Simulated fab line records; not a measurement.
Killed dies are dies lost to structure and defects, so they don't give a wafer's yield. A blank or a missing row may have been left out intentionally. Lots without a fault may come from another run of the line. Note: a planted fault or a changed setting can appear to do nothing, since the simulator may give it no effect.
Check for tools in common || flow n5_finfet || Lots sampled 9, wafers sampled 26

== WHY IT WAS OPENED ==
N5_BEOL_M15_OVL_MEAS_29, reading M15_OVL: flagged on 2 of 9 lots. No-fault wafers: 4 nm, standard deviation 6.8.
Rule: a lot is flagged when every wafer of it that has a number lies more than 4 standard deviations from that mean, or none has a number. All remaining lots are regarded as sound.

{"lot": "L843", "measured": "day 14 06:09", "on": "overlay-02", "M15_OVL (nm), wafer by wafer": "9 10 9", "flag": ""}
{"lot": "L845", "measured": "day 14 16:21", "on": "overlay-02", "M15_OVL (nm), wafer by wafer": "-2 0 2", "flag": ""}
{"lot": "L850", "measured": "day 15 19:33", "on": "overlay-02", "M15_OVL (nm), wafer by wafer": "75 66 63", "flag": "FLAGGED"}
{"lot": "L847", "measured": "day 15 23:11", "on": "overlay-02", "M15_OVL (nm), wafer by wafer": "84 72 77", "flag": "FLAGGED"}
{"lot": "L854", "measured": "day 16 12:15", "on": "overlay-01", "M15_OVL (nm), wafer by wafer": "13 7 6", "flag": ""}
{"lot": "L855", "measured": "day 16 20:59", "on": "overlay-01", "M15_OVL (nm), wafer by wafer": "1 -10", "flag": ""}
{"lot": "L858", "measured": "day 18 10:33", "on": "overlay-02", "M15_OVL (nm), wafer by wafer": "18 6 15", "flag": ""}
{"lot": "L860", "measured": "day 18 22:01", "on": "overlay-02", "M15_OVL (nm), wafer by wafer": "13 13 7", "flag": ""}
{"lot": "L862", "measured": "day 20 02:10", "on": "overlay-02", "M15_OVL (nm), wafer by wafer": "4 7 10", "flag": ""}
The numbers of the flagged lots are 73 nm on average: +69 nm against the usual, or +10 standard deviations.

== WHICH TOOL RAN EACH LOT ==
The record holds 3 process steps before the reading, out of a route of 1938 steps. Read each cell as the tool, then ch plus the chambers that the sampled wafers visited, then the start.
{"lot": "L843", "flag": "", "N5_BEOL_M15_DESCUM_15": "rie_diel-02 ch 1,3, day 14 04:37", "N5_BEOL_M15_ETCH_59": "rie_diel-02 ch 1,3, day 14 04:39", "N5_BEOL_M15_EXPOSE_25": "krf_scanner-01 ch 0, day 14 05:57"}
{"lot": "L845", "flag": "", "N5_BEOL_M15_DESCUM_15": "rie_diel-02 ch 0,2,3, day 14 14:45", "N5_BEOL_M15_ETCH_59": "rie_diel-02 ch 0,2,3, day 14 14:47", "N5_BEOL_M15_EXPOSE_25": "krf_scanner-02 ch 0, day 14 16:09"}
{"lot": "L850", "flag": "FLAGGED", "N5_BEOL_M15_DESCUM_15": "rie_diel-03 ch 1,3, day 15 17:51", "N5_BEOL_M15_ETCH_59": "rie_diel-03 ch 1,3, day 15 17:53", "N5_BEOL_M15_EXPOSE_25": "krf_scanner-02 ch 0, day 15 19:21"}
{"lot": "L847", "flag": "FLAGGED", "N5_BEOL_M15_DESCUM_15": "rie_diel-03 ch 0,1,2, day 15 21:44", "N5_BEOL_M15_ETCH_59": "rie_diel-03 ch 0,1,2, day 15 21:47", "N5_BEOL_M15_EXPOSE_25": "krf_scanner-02 ch 0, day 15 22:59"}
{"lot": "L854", "flag": "", "N5_BEOL_M15_DESCUM_15": "rie_diel-03 ch 0,2,3, day 16 10:48", "N5_BEOL_M15_ETCH_59": "rie_diel-03 ch 0,2,3, day 16 10:50", "N5_BEOL_M15_EXPOSE_25": "krf_scanner-01 ch 0, day 16 12:02"}
{"lot": "L855", "flag": "", "N5_BEOL_M15_DESCUM_15": "rie_diel-02 ch 0,1, day 16 19:28", "N5_BEOL_M15_ETCH_59": "rie_diel-02 ch 0,1, day 16 19:30", "N5_BEOL_M15_EXPOSE_25": "krf_scanner-01 ch 0, day 16 20:47"}
{"lot": "L858", "flag": "", "N5_BEOL_M15_DESCUM_15": "rie_diel-03 ch 2,3, day 18 09:01", "N5_BEOL_M15_ETCH_59": "rie_diel-03 ch 2,3, day 18 09:03", "N5_BEOL_M15_EXPOSE_25": "krf_scanner-01 ch 0, day 18 10:21"}
{"lot": "L860", "flag": "", "N5_BEOL_M15_DESCUM_15": "rie_diel-03 ch 0,1, day 18 20:37", "N5_BEOL_M15_ETCH_59": "rie_diel-03 ch 0,1, day 18 20:38", "N5_BEOL_M15_EXPOSE_25": "krf_scanner-01 ch 0, day 18 21:49"}
{"lot": "L862", "flag": "", "N5_BEOL_M15_DESCUM_15": "rie_diel-02 ch 0,1,2, day 20 00:40", "N5_BEOL_M15_ETCH_59": "rie_diel-02 ch 0,1,2, day 20 00:42", "N5_BEOL_M15_EXPOSE_25": "krf_scanner-01 ch 0, day 20 01:58"}
What the steps here do:
- N5_BEOL_M15_DESCUM_15: chemistry O2, time 7.9 s.
- N5_BEOL_M15_ETCH_59: etches BARC in N2/H2, target depth 89 nm, overetch 26.7 nm, time 67.9 s.
- N5_BEOL_M15_EXPOSE_25: exposes mask M15, target cd 400 nm.
- N5_BEOL_M15_OVL_MEAS_29

== FLAGGED AGAINST TOTAL, ONE TOOL AT A TIME (gauges that did the reading follow at the end) ==
{"step": "N5_BEOL_M15_DESCUM_15", "tool": "rie_diel-02", "lots run": 4, "flagged": 0, "share of the flagged lots": "none", "sound lots run after its first flagged lot": "-"}
{"step": "N5_BEOL_M15_DESCUM_15", "tool": "rie_diel-03", "lots run": 5, "flagged": 2, "share of the flagged lots": "all", "sound lots run after its first flagged lot": "3 (L854,L858,L860)"}
{"step": "N5_BEOL_M15_ETCH_59", "tool": "rie_diel-02", "lots run": 4, "flagged": 0, "share of the flagged lots": "none", "sound lots run after its first flagged lot": "-"}
{"step": "N5_BEOL_M15_ETCH_59", "tool": "rie_diel-03", "lots run": 5, "flagged": 2, "share of the flagged lots": "all", "sound lots run after its first flagged lot": "3 (L854,L858,L860)"}
{"step": "N5_BEOL_M15_EXPOSE_25", "tool": "krf_scanner-01", "lots run": 6, "flagged": 0, "share of the flagged lots": "none", "sound lots run after its first flagged lot": "-"}
{"step": "N5_BEOL_M15_EXPOSE_25", "tool": "krf_scanner-02", "lots run": 3, "flagged": 2, "share of the flagged lots": "all", "sound lots run after its first flagged lot": 0}
{"step": "N5_BEOL_M15_OVL_MEAS_29", "tool": "overlay-01", "lots run": 2, "flagged": 0, "share of the flagged lots": "none", "sound lots run after its first flagged lot": "-"}
{"step": "N5_BEOL_M15_OVL_MEAS_29", "tool": "overlay-02", "lots run": 7, "flagged": 2, "share of the flagged lots": "all", "sound lots run after its first flagged lot": "3 (L858,L860,L862)"}

== WHAT THE TABLE PERMITS ==
4 rows of the table ran every flagged lot: rie_diel-03 at N5_BEOL_M15_DESCUM_15, rie_diel-03 at N5_BEOL_M15_ETCH_59, krf_scanner-02 at N5_BEOL_M15_EXPOSE_25, overlay-02 at N5_BEOL_M15_OVL_MEAS_29.
- rie_diel-03 at N5_BEOL_M15_DESCUM_15 ran 5 lots, 2 of them flagged. Sound lots ran on it after the first flagged one (L854, L858, L860), which a lasting fault on the whole tool wouldn't allow.
- rie_diel-03 at N5_BEOL_M15_ETCH_59 ran 5 lots, 2 of them flagged. Sound lots ran on it after the first flagged one (L854, L858, L860), which a lasting fault on the whole tool wouldn't allow.
- krf_scanner-02 at N5_BEOL_M15_EXPOSE_25 ran 3 lots, 2 of them flagged. Its last sound lot is L845 (day 14 16:09), its first flagged lot L850 (day 15 19:21): a fault that began between those two fits.
- overlay-02 at N5_BEOL_M15_OVL_MEAS_29 ran 7 lots, 2 of them flagged. Sound lots ran on it after the first flagged one (L858, L860, L862), which a lasting fault on the whole tool wouldn't allow.
What remains is a single tool, krf_scanner-02 at N5_BEOL_M15_EXPOSE_25.

== WHAT WAS PUT IN BY THE SIMULATOR ==
Scanner matching overlay: krf_scanner-02, from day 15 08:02 on, at N5_BEOL_M15_EXPOSE_25. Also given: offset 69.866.
Struck lots among those shown: L850, L847. The rule given above showed the same thing.
